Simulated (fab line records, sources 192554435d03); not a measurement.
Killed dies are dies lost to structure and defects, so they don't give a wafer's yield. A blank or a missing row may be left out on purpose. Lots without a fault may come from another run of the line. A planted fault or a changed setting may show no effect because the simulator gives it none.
Split-lot experiment | flow n5_finfet | 7 lots, 39 wafers read, on a route of 1938 steps

THE SPLIT
At N5_BEOL_M9_DESCUM_16 (chemistry O2, time 7.9 s), the setting time_s was moved away from the recipe's 7.9 s on 15 of the 39 wafers read, by -49.3% to -28.4%. The other wafers ran this setting at the recipe's value.

The file shows no step between the split and the reading.

THE READING
CAR-ArF_of_BEOL_M9_COAT_05.thk_nm (the simulator's own value, which no gauge read), in nm, at N5_BEOL_M9_ETCH_61 (etches SiARC in CF4, target depth 39 nm, time 65 s). The file gives no usual value for it. The 24 wafers here that ran the recipe average 55.6 nm, standard deviation 0.2 nm.

wafer  | tool, chamber at the split | time_s as run, s | against the recipe | CAR-ArF_of_BEOL_M9_COAT_05.thk_nm, nm | against lot-mates on the recipe
L074.1 | rie_diel-06, 1             | 7.9              | recipe             | 55.6                                  | -
L074.4 | rie_diel-06, 3,2           | 7.9              | recipe             | 55.6                                  | -
L074.2 | rie_diel-06, 3,2           | 7.9              | recipe             | 55.4                                  | -
L074.3 | rie_diel-06, 0             | 4.829            | -38.9%             | 58                                    | +2.5
L074.5 | rie_diel-06, 0,1           | 4.829            | -38.9%             | 57.8                                  | +2.3
L074.6 | rie_diel-06, 0,1           | 4.829            | -38.9%             | 57.8                                  | +2.3
L082.1 | rie_diel-05, 2             | 7.9              | recipe             | 55.4                                  | -
L082.2 | rie_diel-05, 1             | 7.9              | recipe             | 55.8                                  | -
L082.3 | rie_diel-05, 0,3,2         | 7.9              | recipe             | 55.8                                  | -
L082.5 | rie_diel-05, 0,3,2         | 7.9              | recipe             | 55.8                                  | -
L082.4 | rie_diel-05, 0,3,2         | 7.9              | recipe             | 55.6                                  | -
L082.6 | rie_diel-05, 1             | 7.9              | recipe             | 56                                    | -
L079.1 | rie_diel-02, 0             | 5.44             | -31.1%             | 56.6                                  | +1.2
L079.2 | rie_diel-02, 3,1           | 5.44             | -31.1%             | 57                                    | +1.6
L079.3 | rie_diel-02, 3,1           | 5.44             | -31.1%             | 57                                    | +1.6
L079.4 | rie_diel-02, 2             | 7.9              | recipe             | 55.2                                  | -
L079.5 | rie_diel-02, 2             | 7.9              | recipe             | 55.4                                  | -
L079.6 | rie_diel-02, 1             | 7.9              | recipe             | 55.6                                  | -
L086.1 | rie_diel-06, 2,0           | 7.9              | recipe             | 55.6                                  | -
L086.3 | rie_diel-06, 2,0           | 7.9              | recipe             | 55.6                                  | -
L086.6 | rie_diel-06, 1             | 7.9              | recipe             | 55.4                                  | -
L081.1 | rie_diel-02, 1             | 7.9              | recipe             | 55.8                                  | -
L081.6 | rie_diel-02, 0,3           | 7.9              | recipe             | 55.8                                  | -
L081.2 | rie_diel-02, 0             | 5.657            | -28.4%             | 57                                    | +1.3
L081.3 | rie_diel-02, 2             | 5.657            | -28.4%             | 57.4                                  | +1.7
L081.4 | rie_diel-02, 3             | 5.657            | -28.4%             | 57.2                                  | +1.5
L081.5 | rie_diel-02, 0,3           | 7.9              | recipe             | 55.6                                  | -
L091.1 | rie_diel-06, 3,2           | 5.267            | -33.3%             | 57                                    | +1.5
L091.2 | rie_diel-06, 2,1           | 7.9              | recipe             | 55.6                                  | -
L091.4 | rie_diel-06, 2,1           | 7.9              | recipe             | 55.6                                  | -
L091.3 | rie_diel-06, 1             | 5.267            | -33.3%             | 57.4                                  | +1.9
L091.5 | rie_diel-06, 3             | 7.9              | recipe             | 55.4                                  | -
L091.6 | rie_diel-06, 3,2           | 5.267            | -33.3%             | 57.2                                  | +1.7
L094.1 | rie_diel-06, 1,2           | 7.9              | recipe             | 55.8                                  | -
L094.3 | rie_diel-06, 1,2           | 7.9              | recipe             | 55.8                                  | -
L094.2 | rie_diel-06, 3             | 4.007            | -49.3%             | 57.8                                  | +1.9
L094.4 | rie_diel-06, 1             | 7.9              | recipe             | 56                                    | -
L094.5 | rie_diel-06, 2             | 4.007            | -49.3%             | 58.2                                  | +2.3
L094.6 | rie_diel-06, 3             | 4.007            | -49.3%             | 58                                    | +2.1
Where a row lists several chambers, the file gives one row for several wafers and doesn't say which wafer went through which chamber.

THE FIT
A straight line over all 39 wafers: CAR-ArF_of_BEOL_M9_COAT_05.thk_nm changes by -0.0496 nm for each +1% of time_s; r = -0.97; the points scatter about the line by 0.23 nm.
The same after taking each lot's own level away (the mean of its wafers on the recipe; 39 wafers): -0.0493 nm for each +1%; r = -0.98; scatter 0.21 nm.
On that fit, the largest move of time_s shifts the reading by 2.4 nm.
The lots' own levels span 55.40 to 55.87 nm, that is 2.4 times the standard deviation above.
So the lot-to-lot level changes the slope little: the two slopes agree.
Check: with one of the wafers moved furthest among these (-49.3%) left out of the fit, the line predicts +2.51 nm for it against its lot-mates. It came out at +1.93 nm against them.

THE WHOLE CHAIN: every reading that the file lists as answering this split, in the file's order
step                 | what it does                                       | reading                                                                            | change (the file's fit)                | r (the file's)
N5_BEOL_M9_DESCUM_16 | chemistry O2, time 7.9 s                           | CAR-ArF_of_BEOL_M9_COAT_05.thk_nm (the simulator's own value, which no gauge read) | -0.0486 nm for each +1% of the setting | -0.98
N5_BEOL_M9_ETCH_61   | etches SiARC in CF4, target depth 39 nm, time 65 s | CAR-ArF_of_BEOL_M9_COAT_05.thk_nm (the simulator's own value, which no gauge read) | -0.0496 nm for each +1% of the setting | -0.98

THE FILE'S OWN FIT
CAR-ArF_of_BEOL_M9_COAT_05.thk_nm changes by -0.0496 nm for each +1% of time_s, r = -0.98.
